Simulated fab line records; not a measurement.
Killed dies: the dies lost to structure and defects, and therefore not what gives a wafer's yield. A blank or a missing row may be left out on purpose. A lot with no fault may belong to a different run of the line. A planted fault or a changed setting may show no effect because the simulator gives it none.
Chamber matching    flow n5 finfet    N5_PMOS_HMC_CHANNEL_EPI_CMP_21 on cmp-04 has 4 sister chambers
The step polishes SiGe30, target thk 54 nm. 8 wafers are shown with their chamber, then 8 later ones without.

## EACH WAFER AND ITS CHAMBER
wafer   chamber  motor current A (A)  edge zone pressure frac
L079.3  1        12.0                 0.988
L079.5  3        10.4                 0.999
L081.3  1        12.0                 1.000
L081.5  2        11.9                 1.008
L083.1  0        11.3                 1.003
L083.2  2        11.7                 0.995
L083.5  0        11.9                 0.998
L087.3  3        10.9                 0.989

## WAFERS MISSING THEIR CHAMBER
wafer   motor current A (A)  edge zone pressure frac
L087.4  11.7                 1.000
L087.6  13.0                 1.001
L096.1  10.2                 0.999
L096.2  12.7                 0.993
L096.6  10.1                 1.003
L097.1  12.6                 1.004
L097.3  11.4                 0.996
L097.5  11.6                 1.010

## WHICH CHAMBER EACH ONE RAN IN
wafer   from the rows above                in truth
L087.4  can't be placed: 0 or 2 or 1       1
L087.6  can't be placed: 1 or 2 or 0       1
L096.1  3                                  3
L096.2  can't be placed: 1 or 2 or 0       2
L096.6  3                                  3
L097.1  can't be placed: 1 or 2 or 0       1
L097.3  can't be placed: 0 or 2 or 1 or 3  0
L097.5  can't be placed: 0 or 2 or 1       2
Correct placement for 2 of the 8. Cannot be placed on the basis of these rows: 6; the candidates contain the true chamber in 6. Number placed wrongly: 0.
How it was worked out, from the rows above alone: a wafer's distance from a chamber is the root of the sum, over the readings, of the square of ((its reading less the chamber's mean) divided by the reading's scatter). The wafer belongs to the nearest chamber; if the next one is less than 2 further off, it can't be placed. For every chamber, the mean is computed from those of its wafers that are shown. How the scatter is found: for the shown wafers, subtract from each reading the mean of its chamber, square and add these, divide the total by (wafers less chambers), then take the root.
